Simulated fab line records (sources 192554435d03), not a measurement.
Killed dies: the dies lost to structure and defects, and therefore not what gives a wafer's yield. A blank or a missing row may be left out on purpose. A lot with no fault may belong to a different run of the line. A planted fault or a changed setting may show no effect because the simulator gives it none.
Comparing a struck lot with a sound one :: flow n5-finfet :: 31 steps out of a route of 1938
Sound: wafers L238.1, L238.4, L238.6. Wafers L230.1, L230.2, L230.3 were the ones struck. The cause is given at the end.
Order at every step that has rows: each side's tool, ch and its chambers, its first start. Under that, the readings that differ: sound wafers :: struck wafers :: difference of the means :: sigmas: that difference in standard deviations of wafers without a fault.
alike: a reading whose means differ by less than 2 such deviations, as well as words and numbers matching on both sides. not compared: withheld readings; readings where some wafer has no value; bounds like >300 that might hide an equal value; numbers whose values overlap and for which the record gives no deviation.
Wherever a step has rows on one side only, a row that says differs or no value, or a row with sigmas, the two part there. Numbers that have no deviation but don't overlap get no sigmas and don't part them. A reading missing from all wafers of one side parts the sides only when that side holds two or more wafers.

first, 10 steps without rows for these wafers: N5_FIN_CUT_STRIP_22 (strips in N2/H2); N5_FIN_CUT_PRECLEAN_36 (cleans in O3/DIW, time 60 s); N5_FIN_CUT_SRD_32 (time 30 s); N5_FIN_CUT_UV_OZONE_34 (time 120 s); N5_STI_FIN_REVEAL_ALD_00 (deposits SiO2, target thk 1 nm, pulse time 1 s); N5_STI_FIN_REVEAL_ALD_14 (deposits Si3N4, target thk 3 nm); N5_STI_FIN_REVEAL_FCVD_FILL_01 (material SiO2 flowable, target thk 312 nm, time 512.2 s); N5_STI_FIN_REVEAL_DENSIFY_02 (time 1800 s); N5_STI_FIN_REVEAL_CMP_04 (polishes, stops on Si3N4, t overpolish 4 s, target thk 131.83 nm); N5_STI_FIN_REVEAL_DENSIFY_30.
N5_STI_FIN_REVEAL_ETCHBACK_08: etches SiO2 in C4F6/O2, target depth 30.5 nm, time 10.167 s.
  sound on rie-diel-06 ch 0,3, day 8 05:03; struck on rie-diel-06 ch 0,1,3, day 6 04:01
  no value came back on the struck wafers for any of 8 readings (C4F6_flow_sccm (sccm), O2_flow_sccm (sccm) and others); on the sound wafers C4F6_flow_sccm (sccm) reads 9.936 10.004 10.007
  not compared: rf-hours-counter-h
then, 16 steps without rows for these wafers: N5_STI_FIN_REVEAL_STRIP_24 (strips in N2/H2, time 90 s); N5_STI_FIN_REVEAL_PRECLEAN_25 (cleans in SPM, time 90 s); N5_STI_FIN_REVEAL_PRECLEAN_26 (cleans in SC1, time 45 s); N5_STI_FIN_REVEAL_PRECLEAN_29 (cleans in DHF, time 30 s); N5_STI_FIN_REVEAL_SRD_12 (time 30 s); N5_STI_FIN_REVEAL_RECESS_09 (chemistry HF/NH3, target SiO2, afs cycles 11, target depth 42.5 nm, sublimation time 60 s); N5_STI_FIN_REVEAL_STRIP_16 (strips SiNx in H3PO4, target depth 23.8 nm); N5_STI_FIN_REVEAL_PRECLEAN_17 (cleans in NF3:NH3, afs cycles 1, time 20 s, sublimation time 60 s); N5_STI_FIN_REVEAL_ETCH_34 (etches Si in H2, material Si, target depth 0.97 nm); N5_STI_FIN_REVEAL_OXIDATION_31 (chemistry O2 PLASMA REMOTE, time 20 s); N5_STI_FIN_REVEAL_PRECLEAN_32 (cleans in NF3:NH3, afs cycles 1, time 20 s, sublimation time 60 s); N5_STI_FIN_REVEAL_STRIP_35 (strips Si3N4 in H3PO4, target depth 4 nm, time 39 s); N5_STI_FIN_REVEAL_SRD_21 (time 30 s); N5_STI_FIN_REVEAL_OXIDATION_33 (chemistry O2 PLASMA REMOTE, time 20 s); N5_STI_FIN_REVEAL_CLEAN_19 (cleans in O3/DIW, time 120 s); N5_STI_FIN_REVEAL_SRD_23 (time 30 s).
N5_STI_FIN_REVEAL_FIN_H_MEAS_10:
  sound on ocd-02 at day 8 08:01; struck on ocd-01 at day 6 06:59
reading: trench-depth-nm (nm)
sound: 52.1 51.3 51.5
struck: 21.7 21.7 21.7
difference: -29.9
sigmas: -43
then, 1 step without rows for these wafers: N5_STI_FIN_REVEAL_PRECLEAN_18 (cleans in SC2, time 45 s).
N5_BEOL_M4_RC_MEAS_101:
  the record has rows for the sound wafers here (prober-01 ch 0, day 14 06:17) and none for the struck ones
-- here the record skips 10 days between the struck wafers' starts before and after, leaving off in module BEOL_M4 and picking up in module PASSIVATION (first step shown: number 1936 of the route) --
N5_PASSIVATION_PROBE_49:
  rows exist in the record for the struck wafers here (prober-01, day 16 14:38), but not for the sound ones

## WHERE THEY PART
First at N5_STI_FIN_REVEAL_ETCHBACK_08; last, within this record, at N5_PASSIVATION_PROBE_49.

WHY: the cause the simulator had injected
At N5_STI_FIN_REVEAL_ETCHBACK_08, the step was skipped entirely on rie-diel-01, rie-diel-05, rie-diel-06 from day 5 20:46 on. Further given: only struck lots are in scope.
